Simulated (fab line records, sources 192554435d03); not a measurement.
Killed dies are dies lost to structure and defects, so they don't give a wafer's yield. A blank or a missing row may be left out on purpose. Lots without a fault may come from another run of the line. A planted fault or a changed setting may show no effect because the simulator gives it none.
Chamber matching | flow n5_finfet | N5_HKMG_FIN_ETCH_54 on rie_diel-01: 4 sister chambers
The step etches SiARC in CF4, target depth 45.5 nm, time 75.8 s. 4 wafers are shown with their chamber, then 9 later ones without.

WAFERS WITH THEIR CHAMBER
wafer  | chamber | drypump_motor_current_A (A)
L090.4 | 3       | 5.1
L093.2 | 1       | 6.4
L093.4 | 2       | 5.4
L093.6 | 0       | 6.2

WAFERS WITHOUT THEIR CHAMBER
wafer  | drypump_motor_current_A (A)
L094.1 | 5.4
L094.3 | 5.1
L094.4 | 6.5
L095.2 | 6.5
L095.5 | 6.2
L095.6 | 6.4
L097.1 | 5.1
L097.5 | 5.4
L097.6 | 5.1

WHICH CHAMBER EACH WENT THROUGH
wafer  | from the rows above | in truth
L094.1 | 2                   | 2
L094.3 | 3                   | 3
L094.4 | 1                   | 1
L095.2 | 1                   | 1
L095.5 | 0                   | 0
L095.6 | 1                   | 1
L097.1 | 3                   | 3
L097.5 | 2                   | 2
L097.6 | 3                   | 3
Placed correctly: 9 of 9. Can't be placed from these rows: 0. Placed wrongly: 0.
How it was worked out, from the rows above alone: a wafer's distance from a chamber is the root of the sum, over the readings, of the square of ((its reading less the chamber's mean) divided by the reading's scatter). The wafer belongs to the nearest chamber; if the next one is less than 2 further off, it can't be placed. A chamber's mean is the mean of its shown wafers. The scatter: with one shown wafer a chamber, the root of the mean of the squares of how far each hidden wafer lies from its nearest shown one.
